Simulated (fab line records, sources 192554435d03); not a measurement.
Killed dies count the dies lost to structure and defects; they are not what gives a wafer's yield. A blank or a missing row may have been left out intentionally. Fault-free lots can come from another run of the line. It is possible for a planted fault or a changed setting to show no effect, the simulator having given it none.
What tool caused it?    flow n5Finfet    10 lots with 30 wafers sampled at 3 steps, on a route of 1938 steps

== WHAT EACH GAUGE READ, for each wafer ==
N5_BEOL_M15_THK_MEAS_50: measures by xrf. Usual: for M15_THK the level is 870 nm and the standard deviation is 18.
lot   measured      on            M15_THK (nm)  flag
L507  day 12 21:56  filmMetro-01  876 862 887   
L511  day 13 04:05  filmMetro-02  858 875 891   
L513  day 13 23:08  filmMetro-02  856 852 863   
L514  day 14 05:46  filmMetro-01  874 859 866   
L509  day 14 12:05  filmMetro-02  832 890 870   
L522  day 16 05:05  filmMetro-01  845 847 845   
L521  day 16 13:40  filmMetro-02  884 869 901   
L523  day 16 18:35  filmMetro-02  861 884 882   
L526  day 17 11:05  filmMetro-02  878 860 863   
L525  day 17 13:17  filmMetro-01  904 864 903   

== WHICH TOOL RAN EACH LOT (tool, then ch and the chambers of the sampled wafers, then the start) ==
lot   N5_BEOL_M15_ETCH_38                           N5_BEOL_M15_SPUTTER_43
L507  rieDiel-02 ch 0,1, day 12 20:49 or earlier    pvdSputter-03, day 12 20:49
L511  rieDiel-01 ch 0,1,3, day 13 02:58 or earlier  pvdSputter-02, day 13 02:58
L513  rieDiel-02 ch 0,3, day 13 22:01 or earlier    pvdSputter-03, day 13 22:01
L514  rieDiel-06 ch 1,3, day 14 04:39 or earlier    pvdSputter-03, day 14 04:39
L509  rieDiel-01 ch 0,2, day 14 10:47 or earlier    pvdSputter-01, day 14 10:47
L522  rieDiel-01 ch 0,2,3, day 16 03:58 or earlier  pvdSputter-02, day 16 03:58
L521  rieDiel-06 ch 0,2,3, day 16 12:33 or earlier  pvdSputter-02, day 16 12:33
L523  rieDiel-01 ch 0,2, day 16 17:28 or earlier    pvdSputter-01, day 16 17:28
L526  rieDiel-06 ch 0,3, day 17 09:55 or earlier    pvdSputter-03, day 17 09:55
L525  rieDiel-01 ch 0,1, day 17 12:04 or earlier    pvdSputter-02, day 17 12:04
- N5_BEOL_M15_ETCH_38: etches SiCN in CF4/N2, target depth 106.4 nm, time 120.5 s.
- N5_BEOL_M15_SPUTTER_43: material TaN, target thk 15 nm, time 24.19 s.

== WHAT THE TOOLS THEMSELVES READ (means of the sampled wafers that have a number; where no wafer has one, the mark that the record gives instead) ==
N5_BEOL_M15_ETCH_38. Usual: biasW 69.98 W, standard deviation 0.2; chamberPressureMTorr 40.00 mTorr, standard deviation 0.036; drypumpMotorCurrentA 5.8 A, standard deviation 0.42; n2FlowSccm 60.01 sccm, standard deviation 0.17; oesProductAu 0.78 a.u., standard deviation 0.088; rfFwdPowerW 428.6 W, standard deviation 1.4; rfVppV 381.5 V, standard deviation 1.5; showerheadPlenumPTorr 2.17 Torr, standard deviation 0.052; throttleValvePct 15.46 %, standard deviation 0.24.
lot   tool        biasW (W)  chamberPressureMTorr (mTorr)  drypumpMotorCurrentA (A)  n2FlowSccm (sccm)  oesProductAu (a.u.)  rfFwdPowerW (W)  rfVppV (V)  showerheadPlenumPTorr (Torr)  throttleValvePct (%)  flag
L507  rieDiel-02  70.10      40.02                         5.5                       60.04              0.90                 429.2            381.9       2.15                          15.51                 
L511  rieDiel-01  70.07      39.98                         6.0                       59.99              0.78                 429.4            380.3       2.12                          15.28                 
L513  rieDiel-02  70.19      39.99                         5.4                       60.13              0.81                 429.7            380.9       2.16                          15.43                 
L514  rieDiel-06  69.98      39.96                         5.4                       59.96              0.71                 429.0            383.5       2.22                          15.38                 
L509  rieDiel-01  69.79      40.01                         6.0                       59.95              0.79                 429.1            381.9       2.17                          15.43                 
L522  rieDiel-01  69.83      39.97                         6.1                       59.86              0.77                 429.1            380.7       2.14                          15.41                 
L521  rieDiel-06  70.01      39.99                         5.7                       60.05              0.85                 429.4            382.4       2.20                          15.59                 
L523  rieDiel-01  69.98      40.02                         6.0                       60.21              0.77                 428.9            381.7       2.17                          15.47                 
L526  rieDiel-06  69.91      39.98                         5.3                       59.90              0.92                 429.4            382.9       2.23                          15.41                 
L525  rieDiel-01  70.11      40.02                         6.0                       60.11              0.79                 428.3            379.6       2.12                          15.23                 

N5_BEOL_M15_SPUTTER_43. Usual: cathodeDcPowerW 15000 W, standard deviation 2.8; throttleValvePct 30.0 %, standard deviation 0.93.
lot   tool           cathodeDcPowerW (W)  throttleValvePct (%)  flag
L507  pvdSputter-03  14999                30.4                  
L511  pvdSputter-02  15000                30.2                  
L513  pvdSputter-03  15000                30.6                  
L514  pvdSputter-03  15000                30.7                  
L509  pvdSputter-01  14999                29.8                  
L522  pvdSputter-02  14999                29.5                  
L521  pvdSputter-02  14999                30.1                  
L523  pvdSputter-01  14997                29.1                  
L526  pvdSputter-03  14999                29.7                  
L525  pvdSputter-02  14999                30.2                  

== THE ANSWER, worked out from the rows above alone ==
Rule: a lot is off if the mean of its wafers that have a number lies more than 3 standard deviations from the usual mean. Also off: a lot with no number at a reading for which 4 or more lots have one. All remaining lots with rows at the step are treated as sound. After the gauges, taken in route order, come the tools' own readings; for these a lot's mean is taken, as printed above. At the first step where some lot is off, the reading lying furthest off is the one used; lots without a number count as furthest.
Across all readings shown, no lot is off: no conclusion can be drawn from this.

== WHAT WAS PUT IN BY THE SIMULATOR ==
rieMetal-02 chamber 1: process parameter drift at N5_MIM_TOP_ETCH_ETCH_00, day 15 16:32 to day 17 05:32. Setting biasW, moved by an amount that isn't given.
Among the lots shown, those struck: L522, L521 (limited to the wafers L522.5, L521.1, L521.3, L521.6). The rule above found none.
